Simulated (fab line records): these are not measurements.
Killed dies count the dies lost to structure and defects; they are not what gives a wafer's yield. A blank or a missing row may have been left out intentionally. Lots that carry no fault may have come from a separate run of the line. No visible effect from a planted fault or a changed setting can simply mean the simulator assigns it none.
fab line records :: flow n5Finfet
record
  lots=4
  wafers=11
  lastDay=16
route steps=1938 shown BEOL_M2@916 BEOL_M3@931 BEOL_M4@1111
lots with no fault: from the same line, run without faults
startH: hours from the record's first day to the start of the lot's first wafer shown :: waitH: hours from the lot's prior step to this one :: " as in the row above :: L1.1+2: one row covering several wafers at once :: - no value, or no start given :: * or withheld: withheld :: < > ~ a bound
route shown NAME@n: names a module that has steps shown in the file, with the first one's number in the route :: usual: the fault-free wafers' mean and standard deviation :: same: alike in all rows :: chamber/n: place in a boat :: sites: the reading at each site :: _std_site: the standard deviation of these :: _edge_site: mean of outer sites minus mean of inner sites :: radiusMm: how far each site lies from the wafer's centre :: mask NAME#n: copy n :: behind: the most recent tool/chamber to have shaped the wafer :: hold: cause of the lot's hold/its duration in hours/its outcome :: device: which transistor (n, p or np) failed to switch :: end of line: the tests these same wafers got at the end of their route :: a step with no rows: only its recipe :: killed: not the wafer's yield, but the dies lost to structure and defects at the first sort :: map: dies across one wafer; x = killed, . = not, _ = none there
set.NAME: setting as actually run; set.NAME@STEP: the setting as run at that earlier step :: model.NAME: the simulator's own value behind a step, which no gauge read
lots at selected steps of the route; one table per step, one row per wafer
services: from which hour (startH, from the record's first day; less than 0 if before it) a tool's chamber was out of use, for how many hours, and why
## steps
# step N5_BEOL_M2_SPUTTER_92
# recipe
  material=Cu
  targetThkA=45
  tempC=-20
  chamberPressurePa=0.07
  powerW=withheld
  timeS=8.29
# step N5_BEOL_M2_ANNEAL_93
# recipe
  tempC=400
  timeS=240
  ambient=vacuum
# step N5_BEOL_M2_SPUTTER_94
# recipe
  material=Cu
  targetThkA=45
  tempC=-20
  chamberPressurePa=0.07
  powerW=withheld
  timeS=8.29
# step N5_BEOL_M2_ANNEAL_95
# recipe
  tempC=400
  timeS=240
  ambient=vacuum
# step N5_BEOL_M2_SPUTTER_96
# recipe
  material=Cu
  targetThkA=45
  tempC=-20
  chamberPressurePa=0.07
  powerW=withheld
  timeS=8.29
# step N5_BEOL_M2_ECD_50
# recipe
  material=Cu
  targetThkA=3000
# step N5_BEOL_M2_ANNEAL_51
# recipe
  tempC=225
  timeS=90
  ambient=N2
# step N5_BEOL_M2_CMP_52
# recipe
  stopOn=SiOC
  tOverpolishS=6.8
  downForcePsi=1
  platenRpm=50
  clearingPlatenDownForcePsi=1.5
  clearingPlatenRpm=50
  postCmpClean=cuAlkaline
  targetThkNm=40
  clearingPlatenPadVelocityMS=0.99484
  padVelocityMS=0.99484
# step N5_BEOL_M2_PRE_CLEAN_60
# recipe
  gas=NH3/H2
  timeS=15
  tempC=*
  rfPowerW=300
# step N5_BEOL_M2_CO_CAP_55
# recipe
  material=Co
  targetThkA=20
  tempC=200
  precursor=CCTBA/H2
  pressureTorr=30
  timeS=102.1
# step N5_BEOL_M2_PRE_CLEAN_56
# recipe
  gas=NH3
  timeS=15
  tempC=withheld
  rfPowerW=300
# step N5_BEOL_M2_DEP_57
# recipe
  material=SiCN
  targetThkA=80
  tempC=withheld
  precursor=3MS/NH3
  pressureTorr=3
  rfW=202
  timeS=14
# usual
  showerheadPlenumPTorr=3.665/0.014
  throttleValvePct=9.3/0.45
lot.wafer: L236.3
tool: pecvd-01
chamber: 1
startH: 193.91
waitH: 0.0
showerheadPlenumPTorr: 3.675
throttleValvePct: 9.2
model.SiCN_of_BEOL_M2_DEP_57.thkNm: 8

lot.wafer: L236.4
tool: pecvd-01
chamber: 2
startH: 193.91
waitH: 0.0
showerheadPlenumPTorr: 3.647
throttleValvePct: 10.0
model.SiCN_of_BEOL_M2_DEP_57.thkNm: 8

lot.wafer: L240.3
tool: pecvd-01
chamber: 1
startH: 205.29
waitH: 0.0
showerheadPlenumPTorr: 3.685
throttleValvePct: 9.2
model.SiCN_of_BEOL_M2_DEP_57.thkNm: 3.2

lot.wafer: L240.4
tool: pecvd-01
chamber: 0
startH: 205.29
waitH: 0.0
showerheadPlenumPTorr: 3.666
throttleValvePct: 9.6
model.SiCN_of_BEOL_M2_DEP_57.thkNm: 8.2

lot.wafer: L240.6
tool: pecvd-01
chamber: 1
startH: 205.29
waitH: 0.0
showerheadPlenumPTorr: 3.694
throttleValvePct: 9.3
model.SiCN_of_BEOL_M2_DEP_57.thkNm: 3.6

lot.wafer: L242.4
tool: pecvd-01
chamber: 0
startH: 208.91
waitH: 0.0
showerheadPlenumPTorr: 3.662
throttleValvePct: 9.7
model.SiCN_of_BEOL_M2_DEP_57.thkNm: 8.4

lot.wafer: L242.5
tool: pecvd-01
chamber: 1
startH: 208.91
waitH: 0.0
showerheadPlenumPTorr: 3.685
throttleValvePct: 9.3
model.SiCN_of_BEOL_M2_DEP_57.thkNm: 8.4

lot.wafer: L242.6
tool: pecvd-01
chamber: 2
startH: 208.91
waitH: 0.0
showerheadPlenumPTorr: 3.640
throttleValvePct: 10.4
model.SiCN_of_BEOL_M2_DEP_57.thkNm: 3.6

lot.wafer: L245.2
tool: pecvd-02
chamber: 0
startH: 232.45
waitH: 0.0
showerheadPlenumPTorr: 3.663
throttleValvePct: 9.4
model.SiCN_of_BEOL_M2_DEP_57.thkNm: 7.8

lot.wafer: L245.4
tool: pecvd-02
chamber: 1
startH: 232.45
waitH: 0.0
showerheadPlenumPTorr: 3.677
throttleValvePct: 8.9
model.SiCN_of_BEOL_M2_DEP_57.thkNm: 8.2

lot.wafer: L245.6
tool: pecvd-02
chamber: 0
startH: 232.45
waitH: 0.0
showerheadPlenumPTorr: 3.660
throttleValvePct: 9.3
model.SiCN_of_BEOL_M2_DEP_57.thkNm: 8
# step N5_BEOL_M3_ILD_DEP_00
# recipe
  material=SiOC
  targetThkA=790
  tempC=350
  precursor=DEMS/O2
  pressureTorr=5
  rfW=500
  timeS=15.3
# step N5_BEOL_M3_PECVD_72
# recipe
  material=SiO2
  targetThkA=160
  tempC=400
  precursor=TEOS/O2
  pressureTorr=5.5
  rfW=450
  teosFlowSccm=53.8
  gas=O2
  flowSccm=3000
  timeS=18
# step N5_BEOL_M3_HM_DEP_02
# recipe
  material=TiN
  targetThkA=200
  tempC=25
  chamberPressurePa=0.49996
# step N5_BEOL_M3_COAT_61
# recipe
  resist=SOC
  tempC=250
  timeS=60
  spinRpm=1500
  resistThkNm=60
# step N5_BEOL_M3_COAT_62
# recipe
  resist=SiARC
  tempC=220
  timeS=60
  spinRpm=1500
  resistThkNm=12
# step N5_BEOL_M3_COAT_73
# recipe
  resist=underlayer
  tempC=205
  timeS=60
  spinRpm=1500
  resistThkNm=5
# step N5_BEOL_M3_COAT_05
# recipe
  resist=CAR-EUV
  spinRpm=1500
  resistThkNm=30
# step N5_BEOL_M3_EBR_07
# recipe
  solvent=PGMEA
  ebrWidthMm=1.5
# step N5_BEOL_M3_SOFTBAKE_06
# recipe
  tempC=110
  timeS=60
  resist=CAR-EUV
# step N5_BEOL_M3_EXPOSE_08
# recipe
  maskId=M3
  na=0.33
  sourceShape=dipole
  sigmaInner=0.369
  sigmaOuter=0.767
  polarization=unpolarized
  doseMj=33
# step N5_BEOL_M3_PEB_09
# recipe
  pebTempC=100
  pebTimeS=60
  resist=CAR-EUV
# step N5_BEOL_M3_DEVELOP_10
# recipe
  developTimeS=30
  developer=TMAH
  resist=CAR-EUV
  rinseLiquid=surfactantRinse
  dry=airSpin
  devTempC=23
# step N5_BEOL_M3_DESCUM_16
# recipe
  chemistry=O2
  timeS=7
  sourcePowerW=50
  biasPowerW=20
  pressureMtorr=20
  rfFrequencyHz=2.712e+07
  tempC=40
  resist=CAR-EUV
  o2FlowSccm=225
# step N5_BEOL_M3_ETCH_74
# recipe
  chemistry=N2/H2
  target=underlayer
  targetDepthA=65
  maskMaterial=CAR-EUV
  timeS=5.2
  ionEnergyEv=200
  pressureMtorr=30
  sourceW=840
  biasW=150
  n2FlowSccm=200
  h2FlowSccm=200
  ends=cleared
# step N5_BEOL_M3_ETCH_63
# recipe
  chemistry=CF4
  target=SiARC
  targetDepthA=156
  maskMaterial=CAR-EUV
  timeS=26
  ionEnergyEv=80
  pressureMtorr=40
  sourceW=545
  biasW=36
  Ar_flow_sccm=100
  cf4FlowSccm=100
  ends=cleared
# step N5_BEOL_M3_ETCH_64
# recipe
  chemistry=N2/H2
  target=SOC
  targetDepthA=750
  overetchA=150
  maskMaterial=SiARC
  tempC=40
  timeS=112.5
  ionEnergyEv=200
  pressureMtorr=30
  sourceW=840
  biasW=150
  n2FlowSccm=200
  h2FlowSccm=200
# step N5_BEOL_M3_STRIP_65
# recipe
  chemistry=N2/H2
  tempC=40
  n2FlowSccm=200
  h2FlowSccm=200
  rfFrequencyHz=6e+07
# step N5_BEOL_M3_STRIP_75
# recipe
  chemistry=N2/H2
  tempC=40
  n2FlowSccm=200
  h2FlowSccm=200
  rfFrequencyHz=6e+07
# step N5_BEOL_M3_STRIP_66
# recipe
  chemistry=CF4
  resist=SiARC
  powerW=300
  biasPowerW=75
  pressureMtorr=50
  cf4FlowSccm=150
  rfFrequencyHz=6e+07
# step N5_BEOL_M3_HM_OPEN_17
# recipe
  chemistry=Cl2/BCl3
  targetDepthA=200
  overetchA=60
  target=TiN
  maskMaterial=SOC
  ionEnergyEv=150
  pressureMtorr=10
  icpW=1000
  biasW=126
  Cl2_flow_sccm=53.25
  bcl3FlowSccm=21.75
  Ar_flow_sccm=25
# step N5_BEOL_M3_STRIP_19
# recipe
  chemistry=O2
  powerW=400
  tempC=40
  pressureMtorr=30
  rfFrequencyHz=6e+07
  biasPowerW=0
  overashFraction=0.2
  o2FlowSccm=225
# step N5_BEOL_M3_COAT_67
# recipe
  resist=SOC
  tempC=250
  timeS=60
  spinRpm=1500
  resistThkNm=60
# step N5_BEOL_M3_CMP_52
# recipe
  stopOn=SiOC
  tOverpolishS=6.8
  downForcePsi=1
  platenRpm=50
  clearingPlatenDownForcePsi=1.5
  clearingPlatenRpm=50
  postCmpClean=cuAlkaline
  targetThkNm=40
  clearingPlatenPadVelocityMS=0.99484
  padVelocityMS=0.99484
# usual
  barrierFieldEndpointS=24.7/0.56
  motorCurrentA=6.0/0.47
  overpolishRunS=6.801/0.0097
  slurryFlowMlMin=150.0/0.43
  timeToEndpointS=61.4/2.5
lot.wafer: L236.3
tool: cmp-02
chamber: 2
startH: 201.22
waitH: 0.2
barrierFieldEndpointS: 24.7
motorCurrentA: 5.6
overpolishRunS: 6.814
slurryFlowMlMin: 150.4
timeToEndpointS: 64.9
model.Cu_of_BEOL_M3_ECD_50.thkNm: 41.6

lot.wafer: L236.4
tool: cmp-02
chamber: 1
startH: 201.22
waitH: 0.2
barrierFieldEndpointS: 25.2
motorCurrentA: 5.6
overpolishRunS: 6.806
slurryFlowMlMin: 149.8
timeToEndpointS: 64.0
model.Cu_of_BEOL_M3_ECD_50.thkNm: 39.8

lot.wafer: L240.4
tool: cmp-04
chamber: 1
startH: 224.69
waitH: 0.1
barrierFieldEndpointS: 25.0
motorCurrentA: 5.8
overpolishRunS: 6.799
slurryFlowMlMin: 150.2
timeToEndpointS: 56.9
model.Cu_of_BEOL_M3_ECD_50.thkNm: 43

lot.wafer: L240.3
tool: cmp-04
chamber: 2
startH: 224.69
waitH: 0.1
barrierFieldEndpointS: 24.6
motorCurrentA: 6.4
overpolishRunS: 6.804
slurryFlowMlMin: 149.5
timeToEndpointS: 58.0
model.Cu_of_BEOL_M3_ECD_50.thkNm: 35.4

lot.wafer: L240.6
tool: cmp-04
chamber: 1
startH: 224.69
waitH: 0.1
barrierFieldEndpointS: 25.3
motorCurrentA: 5.6
overpolishRunS: 6.799
slurryFlowMlMin: 150.6
timeToEndpointS: 58.1
model.Cu_of_BEOL_M3_ECD_50.thkNm: 36.2

lot.wafer: L242.4
tool: cmp-03
chamber: 2
startH: 234.64
waitH: 0.3
barrierFieldEndpointS: 25.7
motorCurrentA: 6.2
overpolishRunS: 6.793
slurryFlowMlMin: 150.7
timeToEndpointS: 61.5
model.Cu_of_BEOL_M3_ECD_50.thkNm: 41.6

lot.wafer: L242.6
tool: cmp-03
chamber: 2
startH: 234.64
waitH: 0.3
barrierFieldEndpointS: 25.2
motorCurrentA: 6.2
overpolishRunS: 6.821
slurryFlowMlMin: 150.1
timeToEndpointS: 64.4
model.Cu_of_BEOL_M3_ECD_50.thkNm: 34.8

lot.wafer: L242.5
tool: cmp-03
chamber: 3
startH: 234.64
waitH: 0.3
barrierFieldEndpointS: 25.2
motorCurrentA: 6.2
overpolishRunS: 6.806
slurryFlowMlMin: 149.2
timeToEndpointS: 53.1
model.Cu_of_BEOL_M3_ECD_50.thkNm: 39.2

lot.wafer: L245.4
tool: cmp-04
chamber: 3
startH: 268.65
waitH: 0.1
barrierFieldEndpointS: 24.6
motorCurrentA: 6.5
overpolishRunS: 6.799
slurryFlowMlMin: 149.9
timeToEndpointS: 60.7
model.Cu_of_BEOL_M3_ECD_50.thkNm: 39.6

lot.wafer: L245.2
tool: cmp-04
chamber: 2
startH: 268.65
waitH: 0.1
barrierFieldEndpointS: 23.8
motorCurrentA: 6.0
overpolishRunS: 6.809
slurryFlowMlMin: 150.0
timeToEndpointS: 57.3
model.Cu_of_BEOL_M3_ECD_50.thkNm: 39

lot.wafer: L245.6
tool: cmp-04
chamber: 3
startH: 268.65
waitH: 0.1
barrierFieldEndpointS: 24.3
motorCurrentA: 6.8
overpolishRunS: 6.801
slurryFlowMlMin: 150.3
timeToEndpointS: 60.6
model.Cu_of_BEOL_M3_ECD_50.thkNm: 40.6
# step N5_BEOL_M3_THK_MEAS_53
# recipe
  thkMeasGauge=xrf
  reads=Cu_of_BEOL_M3_ECD_50
# usual
  M3_THK=39.7/1.3
lot.wafer: L236.3
tool: filmMetro-02
chamber: -
startH: 201.52
waitH: -
M3_THK[nm]: 40.7

lot.wafer: L236.4
tool: filmMetro-02
chamber: -
startH: 201.52
waitH: -
M3_THK[nm]: 39.2

lot.wafer: L240.3
tool: filmMetro-01
chamber: -
startH: 224.98
waitH: -
M3_THK[nm]: 35.2

lot.wafer: L240.4
tool: filmMetro-01
chamber: -
startH: 224.98
waitH: -
M3_THK[nm]: 42.8

lot.wafer: L240.6
tool: filmMetro-01
chamber: -
startH: 224.98
waitH: -
M3_THK[nm]: 36.1

lot.wafer: L242.4
tool: filmMetro-01
chamber: -
startH: 234.94
waitH: -
M3_THK[nm]: 41.2

lot.wafer: L242.5
tool: filmMetro-01
chamber: -
startH: 234.94
waitH: -
M3_THK[nm]: 38.7

lot.wafer: L242.6
tool: filmMetro-01
chamber: -
startH: 234.94
waitH: -
M3_THK[nm]: 34.4

lot.wafer: L245.2
tool: filmMetro-01
chamber: -
startH: 268.94
waitH: -
M3_THK[nm]: 38.5

lot.wafer: L245.4
tool: filmMetro-01
chamber: -
startH: 268.94
waitH: -
M3_THK[nm]: 38.8

lot.wafer: L245.6
tool: filmMetro-01
chamber: -
startH: 268.94
waitH: -
M3_THK[nm]: 40.1
# step N5_BEOL_M3_RS_MEAS_58
# recipe
  thkMeasGauge=four-point-probe
  reads=Co_of_BEOL_M3_CO_CAP_55+Cu_of_BEOL_M3_ECD_50+Co_of_BEOL_M3_CVD_47+TaN_of_BEOL_M3_ALD_84
# usual
  M3_RS=0.667/0.029
lot.wafer: L236.3
tool: filmMetro-02
chamber: -
startH: 201.78
waitH: 0.1
M3_RS[ohm/sq]: 0.637

lot.wafer: L236.4
tool: filmMetro-02
chamber: -
startH: 201.78
waitH: 0.1
M3_RS[ohm/sq]: 0.675

lot.wafer: L240.3
tool: filmMetro-02
chamber: -
startH: 225.24
waitH: 0.1
M3_RS[ohm/sq]: 0.784

lot.wafer: L240.4
tool: filmMetro-02
chamber: -
startH: 225.24
waitH: 0.1
M3_RS[ohm/sq]: 0.609

lot.wafer: L240.6
tool: filmMetro-02
chamber: -
startH: 225.24
waitH: 0.1
M3_RS[ohm/sq]: 0.761

lot.wafer: L242.4
tool: filmMetro-02
chamber: -
startH: 235.32
waitH: 0.1
M3_RS[ohm/sq]: 0.634

lot.wafer: L242.5
tool: filmMetro-02
chamber: -
startH: 235.32
waitH: 0.1
M3_RS[ohm/sq]: 0.686

lot.wafer: L242.6
tool: filmMetro-02
chamber: -
startH: 235.32
waitH: 0.1
M3_RS[ohm/sq]: 0.803

lot.wafer: L245.2
tool: filmMetro-01
chamber: -
startH: 269.20
waitH: 0.1
M3_RS[ohm/sq]: 0.693

lot.wafer: L245.4
tool: filmMetro-01
chamber: -
startH: 269.20
waitH: 0.1
M3_RS[ohm/sq]: 0.680

lot.wafer: L245.6
tool: filmMetro-01
chamber: -
startH: 269.20
waitH: 0.1
M3_RS[ohm/sq]: 0.658
# step N5_BEOL_M4_RC_MEAS_101
# usual
  DIBL_N=36.0/1.6
  DIBL_P=35.8/2
  IOFF_N=0.152/0.03
  IOFF_P=0.20/0.031
  ION_N=670/12
  ION_P=459/7.4
  SS_N=71.5/0.56
  SS_P=73.2/0.64
  VT_N=251/3.5
  VT_P=-252/3.3
lot.wafer: L236.3
tool: prober-01
chamber: 0
startH: 214.96
waitH: 0.3
DIBL_N[mV/V]: 36.2
DIBL_P[mV/V]: 36.7
IOFF_N[nA/um]: 0.183
IOFF_P[nA/um]: 0.22
ION_N[uA/um]: 682
ION_P[uA/um]: 460
SS_N[mV/dec]: 71.4
SS_P[mV/dec]: 74.0
VT_N[mV]: 245
VT_P[mV]: -252

lot.wafer: L236.4
tool: prober-01
chamber: 0
startH: 214.96
waitH: 0.3
DIBL_N[mV/V]: 36.0
DIBL_P[mV/V]: 36.4
IOFF_N[nA/um]: 0.176
IOFF_P[nA/um]: 0.21
ION_N[uA/um]: 681
ION_P[uA/um]: 462
SS_N[mV/dec]: 71.8
SS_P[mV/dec]: 73.7
VT_N[mV]: 248
VT_P[mV]: -251

lot.wafer: L240.3
tool: prober-01
chamber: 0
startH: 241.69
waitH: 0.3
DIBL_N[mV/V]: 38.7
DIBL_P[mV/V]: 37.2
IOFF_N[nA/um]: 0.189
IOFF_P[nA/um]: 0.24
ION_N[uA/um]: 674
ION_P[uA/um]: 461
SS_N[mV/dec]: 72.8
SS_P[mV/dec]: 73.8
VT_N[mV]: 248
VT_P[mV]: -248

lot.wafer: L240.4
tool: prober-01
chamber: 0
startH: 241.69
waitH: 0.3
DIBL_N[mV/V]: 37.1
DIBL_P[mV/V]: 35.6
IOFF_N[nA/um]: 0.155
IOFF_P[nA/um]: 0.22
ION_N[uA/um]: 664
ION_P[uA/um]: 460
SS_N[mV/dec]: 71.8
SS_P[mV/dec]: 73.9
VT_N[mV]: 253
VT_P[mV]: -248

lot.wafer: L240.6
tool: prober-01
chamber: 0
startH: 241.69
waitH: 0.3
DIBL_N[mV/V]: 36.7
DIBL_P[mV/V]: 34.9
IOFF_N[nA/um]: 0.148
IOFF_P[nA/um]: 0.20
ION_N[uA/um]: 684
ION_P[uA/um]: 465
SS_N[mV/dec]: 71.5
SS_P[mV/dec]: 73.1
VT_N[mV]: 251
VT_P[mV]: -250

lot.wafer: L242.4
tool: prober-01
chamber: 0
startH: 247.48
waitH: 0.5
DIBL_N[mV/V]: 33.4
DIBL_P[mV/V]: 34.1
IOFF_N[nA/um]: 0.119
IOFF_P[nA/um]: 0.17
ION_N[uA/um]: 666
ION_P[uA/um]: 460
SS_N[mV/dec]: 71.4
SS_P[mV/dec]: 72.7
VT_N[mV]: 253
VT_P[mV]: -252

lot.wafer: L242.5
tool: prober-01
chamber: 0
startH: 247.48
waitH: 0.5
DIBL_N[mV/V]: 36.4
DIBL_P[mV/V]: 37.2
IOFF_N[nA/um]: 0.165
IOFF_P[nA/um]: 0.24
ION_N[uA/um]: 679
ION_P[uA/um]: 471
SS_N[mV/dec]: 71.8
SS_P[mV/dec]: 74.6
VT_N[mV]: 249
VT_P[mV]: -247

lot.wafer: L242.6
tool: prober-01
chamber: 0
startH: 247.48
waitH: 0.5
DIBL_N[mV/V]: 35.5
DIBL_P[mV/V]: 36.4
IOFF_N[nA/um]: 0.144
IOFF_P[nA/um]: 0.20
ION_N[uA/um]: 664
ION_P[uA/um]: 458
SS_N[mV/dec]: 71.2
SS_P[mV/dec]: 73.3
VT_N[mV]: 251
VT_P[mV]: -252

lot.wafer: L245.2
tool: prober-02
chamber: 0
startH: 281.19
waitH: 0.2
DIBL_N[mV/V]: 39.2
DIBL_P[mV/V]: 37.8
IOFF_N[nA/um]: 0.193
IOFF_P[nA/um]: 0.21
ION_N[uA/um]: 684
ION_P[uA/um]: 460
SS_N[mV/dec]: 72.1
SS_P[mV/dec]: 74.2
VT_N[mV]: 245
VT_P[mV]: -252

lot.wafer: L245.4
tool: prober-02
chamber: 0
startH: 281.19
waitH: 0.2
DIBL_N[mV/V]: 37.3
DIBL_P[mV/V]: 35.9
IOFF_N[nA/um]: 0.163
IOFF_P[nA/um]: 0.19
ION_N[uA/um]: 669
ION_P[uA/um]: 457
SS_N[mV/dec]: 72.5
SS_P[mV/dec]: 73.2
VT_N[mV]: 246
VT_P[mV]: -254

lot.wafer: L245.6
tool: prober-02
chamber: 0
startH: 281.19
waitH: 0.2
DIBL_N[mV/V]: 35.6
DIBL_P[mV/V]: 33.4
IOFF_N[nA/um]: 0.132
IOFF_P[nA/um]: 0.15
ION_N[uA/um]: 662
ION_P[uA/um]: 447
SS_N[mV/dec]: 71.0
SS_P[mV/dec]: 71.9
VT_N[mV]: 252
VT_P[mV]: -255
## services
tool: cmp-04
chamber: -
startH: 174.28
hours: 2.0
kind: repair

tool: cmp-03
chamber: -
startH: 205.77
hours: 5.1
kind: pm

tool: cmp-03
chamber: -
startH: 211.24
hours: 3.4
kind: pm

tool: cmp-03
chamber: -
startH: 215.43
hours: 0.8
kind: repair

tool: pecvd-01
chamber: 2
startH: 215.87
hours: 20.5
kind: repair

tool: cmp-03
chamber: -
startH: 216.23
hours: 10.9
kind: pm

tool: cmp-03
chamber: -
startH: 230.18
hours: 2.7
kind: repair

tool: cmp-02
chamber: -
startH: 233.10
hours: 2.4
kind: repair

tool: pecvd-02
chamber: 1
startH: 233.21
hours: 2.1
kind: scheduledDown

tool: pecvd-01
chamber: 2
startH: 236.42
hours: -
kind: clean

tool: pecvd-01
chamber: 2
startH: 236.42
hours: -
kind: consumableReplace:showerhead

tool: pecvd-01
chamber: 2
startH: 236.42
hours: 29.0
kind: scheduledDown

tool: pecvd-01
chamber: 2
startH: 236.42
hours: 29.0
kind: ventCycle

tool: cmp-02
chamber: -
startH: 237.39
hours: 0.2
kind: repair

tool: cmp-03
chamber: -
startH: 240.72
hours: 4.0
kind: pm

tool: cmp-03
chamber: -
startH: 244.72
hours: -
kind: consumableReplace:conditioner

tool: cmp-03
chamber: -
startH: 244.72
hours: -
kind: consumableReplace:pad

tool: cmp-03
chamber: -
startH: 257.37
hours: 10.0
kind: repair
## key
firstSign
  step=N5_BEOL_M3_THK_MEAS_53
  reading=M3_THK
  direction=down
  sigmas=3.3
  usual=39.7
  struck=35.2
effect
  step=N5_BEOL_M3_RS_MEAS_58
  reading=M3_RS
  direction=up
  sigmas=3.9
  usual=0.667
  struck=0.783
modelEffect
  step=N5_BEOL_M2_DEP_57
  value=SiCN_of_BEOL_M2_DEP_57.thkNm
  without=8.133
  struck=3.467
modelEffect
  step=N5_BEOL_M3_CMP_52
  value=Cu_of_BEOL_M3_ECD_50.thkNm
  without=40.07
  struck=35.47
metAt N5_BEOL_M2_DEP_57
struckWafers L240.3,L240.6,L242.6
onsetBetween 193.91 205.29
fault
  kind=processParameterDrift
  tool=pecvd-01
  chamber=-
  onsetH=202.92
  steps=N5_BEOL_M2_DEP_57
  channel=timeS
  offset=*
  shape=step
  endH=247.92
  scope=struckWafersOnly
  actsIn=*
  stated=*
